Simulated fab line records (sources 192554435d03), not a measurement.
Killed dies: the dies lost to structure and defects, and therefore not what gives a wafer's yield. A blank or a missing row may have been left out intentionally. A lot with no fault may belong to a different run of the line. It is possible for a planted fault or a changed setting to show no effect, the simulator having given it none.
Chamber matching / flow n5Finfet / N5_FIN_SAQP_PECVD_47 on pecvd-02 has 3 sister chambers
The step deposits a-Si from SiH4/He, target thk 45 nm, time 36.3 s. 6 wafers are shown with their chamber, then 10 later ones without.

## WAFERS PAIRED WITH THEIR CHAMBERS
wafer=L081.2; chamber=1; throttleValvePct (%)=18.7; showerheadPlenumPTorr (Torr)=5.67
wafer=L084.2; chamber=0; throttleValvePct (%)=19.7; showerheadPlenumPTorr (Torr)=5.71
wafer=L084.3; chamber=2; throttleValvePct (%)=17.0; showerheadPlenumPTorr (Torr)=5.68
wafer=L084.6; chamber=2; throttleValvePct (%)=17.0; showerheadPlenumPTorr (Torr)=5.69
wafer=L085.1; chamber=1; throttleValvePct (%)=18.9; showerheadPlenumPTorr (Torr)=5.67
wafer=L085.4; chamber=0; throttleValvePct (%)=19.7; showerheadPlenumPTorr (Torr)=5.73

## WAFERS WITH NO CHAMBER GIVEN
wafer=L085.5; throttleValvePct (%)=17.1; showerheadPlenumPTorr (Torr)=5.68
wafer=L086.4; throttleValvePct (%)=19.0; showerheadPlenumPTorr (Torr)=5.68
wafer=L086.5; throttleValvePct (%)=17.2; showerheadPlenumPTorr (Torr)=5.68
wafer=L086.6; throttleValvePct (%)=20.0; showerheadPlenumPTorr (Torr)=5.72
wafer=L092.3; throttleValvePct (%)=17.2; showerheadPlenumPTorr (Torr)=5.69
wafer=L092.5; throttleValvePct (%)=18.5; showerheadPlenumPTorr (Torr)=5.65
wafer=L092.6; throttleValvePct (%)=19.8; showerheadPlenumPTorr (Torr)=5.72
wafer=L095.2; throttleValvePct (%)=20.2; showerheadPlenumPTorr (Torr)=5.72
wafer=L095.4; throttleValvePct (%)=17.0; showerheadPlenumPTorr (Torr)=5.69
wafer=L095.6; throttleValvePct (%)=18.9; showerheadPlenumPTorr (Torr)=5.66

## EACH ONE'S CHAMBER
wafer=L085.5; from the rows above=2; in truth=2
wafer=L086.4; from the rows above=1; in truth=1
wafer=L086.5; from the rows above=2; in truth=2
wafer=L086.6; from the rows above=0; in truth=0
wafer=L092.3; from the rows above=2; in truth=2
wafer=L092.5; from the rows above=1; in truth=1
wafer=L092.6; from the rows above=0; in truth=0
wafer=L095.2; from the rows above=0; in truth=0
wafer=L095.4; from the rows above=2; in truth=2
wafer=L095.6; from the rows above=1; in truth=1
Correctly placed: 10 of 10. Can't be placed from these rows: 0. 0 placed wrongly.
How it was worked out, from the rows above alone: a wafer's distance from a chamber is the root of the sum, over the readings, of the square of ((its reading less the chamber's mean) divided by the reading's scatter). The wafer belongs to the nearest chamber; if the next one is less than 2 further off, it can't be placed. For every chamber, the mean is computed from those of its wafers that are shown. The scatter: the root of (the sum of the squares of (reading less its chamber's mean) over the shown wafers, divided by (wafers less chambers)).
